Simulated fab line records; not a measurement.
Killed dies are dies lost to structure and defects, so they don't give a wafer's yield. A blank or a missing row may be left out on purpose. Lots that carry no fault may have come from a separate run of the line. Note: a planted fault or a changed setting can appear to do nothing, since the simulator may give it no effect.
Chamber matching + flow nand harc + pecvd-01 running NHARC_A_SLIT_DEP_25: 3 sister chambers
The step deposits SiO2, target thk 200 nm. 18 wafers are shown with their chamber, then 9 later ones without.

## WAFERS WITH THEIR CHAMBER
| wafer  | chamber | throttle valve pct (%) | heater power w (W) | susceptor temp C (C) |
|--------|---------|------------------------|--------------------|----------------------|
| L077.4 | 1       | 16.6                   | 591                | 400.29               |
| L077.5 | 0       | 15.6                   | 688                | 399.82               |
| L077.6 | 2       | 16.9                   | 652                | 400.16               |
| L075.2 | 1       | 16.6                   | 579                | 399.98               |
| L075.5 | 2       | 16.7                   | 612                | 400.36               |
| L075.6 | 0       | 15.5                   | 575                | 399.91               |
| L076.1 | 1       | 16.7                   | 566                | 400.05               |
| L076.2 | 0       | 15.6                   | 703                | 399.85               |
| L076.5 | 0       | 15.5                   | 705                | 400.12               |
| L084.2 | 1       | 15.7                   | 526                | 400.36               |
| L084.3 | 1       | 15.7                   | 530                | 400.10               |
| L084.6 | 1       | 15.8                   | 529                | 400.28               |
| L089.2 | 0       | 15.3                   | 739                | 399.79               |
| L089.4 | 0       | 15.3                   | 776                | 400.11               |
| L089.6 | 1       | 15.8                   | 551                | 400.00               |
| L090.1 | 1       | 16.0                   | 457                | 399.95               |
| L090.4 | 1       | 15.9                   | 488                | 399.86               |
| L090.5 | 0       | 15.8                   | 674                | 400.08               |

SIGNATURES, as means of the wafers listed above
| reading            | chamber 0 | chamber 1 | chamber 2 | scatter within a chamber |
|--------------------|-----------|-----------|-----------|--------------------------|
| throttle valve pct | 15.514    | 16.089    | 16.800    | 0.328                    |
| heater power w     | 694.29    | 535.22    | 632.00    | 51                       |
| susceptor temp C   | 399.9543  | 400.0967  | 400.2600  | 0.161                    |
Rule: for a wafer and a chamber, the distance is found by dividing, reading by reading, the gap between the wafer's reading and the chamber's mean by the reading's scatter, squaring, summing and taking the root. The wafer belongs to the nearest chamber; if the next one is less than 2 further off, it can't be placed. The scatter: the root of (the sum of the squares of (reading less its chamber's mean) over the shown wafers, divided by (wafers less chambers)).

## WAFERS MISSING THEIR CHAMBER
| wafer  | throttle valve pct (%) | heater power w (W) | susceptor temp C (C) |
|--------|------------------------|--------------------|----------------------|
| L092.1 | 15.4                   | 753                | 400.23               |
| L092.3 | 15.9                   | 532                | 399.82               |
| L092.4 | 15.6                   | 752                | 400.37               |
| L093.1 | 16.1                   | 436                | 399.95               |
| L093.2 | 15.4                   | 648                | 399.95               |
| L093.4 | 15.7                   | 673                | 399.67               |
| L097.2 | 16.7                   | 508                | 399.80               |
| L097.5 | 16.6                   | 527                | 400.11               |
| L097.6 | 16.1                   | 411                | 400.10               |

## CHAMBER TAKEN BY EACH
| wafer  | from the rows above          | in truth |
|--------|------------------------------|----------|
| L092.1 | 0                            | 0        |
| L092.3 | can't be placed: 1 or 0      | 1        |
| L092.4 | can't be placed: 0 or 2 or 1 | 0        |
| L093.1 | 1                            | 1        |
| L093.2 | 0                            | 0        |
| L093.4 | 0                            | 0        |
| L097.2 | can't be placed: 1 or 2      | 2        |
| L097.5 | can't be placed: 1 or 2      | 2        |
| L097.6 | 1                            | 1        |
5 of 9 placed correctly. Can't be placed from these rows: 4 (the true chamber is among the candidates in 4). Wrongly placed: 0.
